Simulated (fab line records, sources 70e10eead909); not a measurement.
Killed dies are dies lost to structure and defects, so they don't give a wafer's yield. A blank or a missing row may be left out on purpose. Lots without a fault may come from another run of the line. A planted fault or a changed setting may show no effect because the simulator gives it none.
Chamber matching | flow nand_harc | NHARC_A_STAIRCASE_TRIM_229 on rie_diel-09: 4 sister chambers
The step chemistry O2, time 211.2 s. 4 wafers are shown with their chamber, then 7 later ones without.

WAFERS WITH THEIR CHAMBER
wafer  | chamber | showerhead_plenum_p_Torr (Torr)
L082.2 | 2       | 3.58
L087.6 | 3       | 3.63
L093.2 | 0       | 3.39
L093.3 | 1       | 3.52

WAFERS WITHOUT THEIR CHAMBER
wafer  | showerhead_plenum_p_Torr (Torr)
L093.5 | 3.39
L095.1 | 3.56
L095.2 | 3.62
L095.3 | 3.52
L096.1 | 3.51
L096.2 | 3.62
L096.5 | 3.62

WHICH CHAMBER EACH WENT THROUGH
wafer  | from the rows above     | in truth
L093.5 | 0                       | 0
L095.1 | can't be placed: 2 or 1 | 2
L095.2 | 3                       | 3
L095.3 | 1                       | 1
L096.1 | 1                       | 1
L096.2 | 3                       | 3
L096.5 | 3                       | 3
Placed correctly: 6 of 7. Can't be placed from these rows: 1 (the true chamber is among the candidates in 1). Placed wrongly: 0.
How it was worked out, from the rows above alone: a wafer's distance from a chamber is the root of the sum, over the readings, of the square of ((its reading less the chamber's mean) divided by the reading's scatter). The wafer belongs to the nearest chamber; if the next one is less than 2 further off, it can't be placed. A chamber's mean is the mean of its shown wafers. The scatter: with one shown wafer a chamber, the root of the mean of the squares of how far each hidden wafer lies from its nearest shown one.
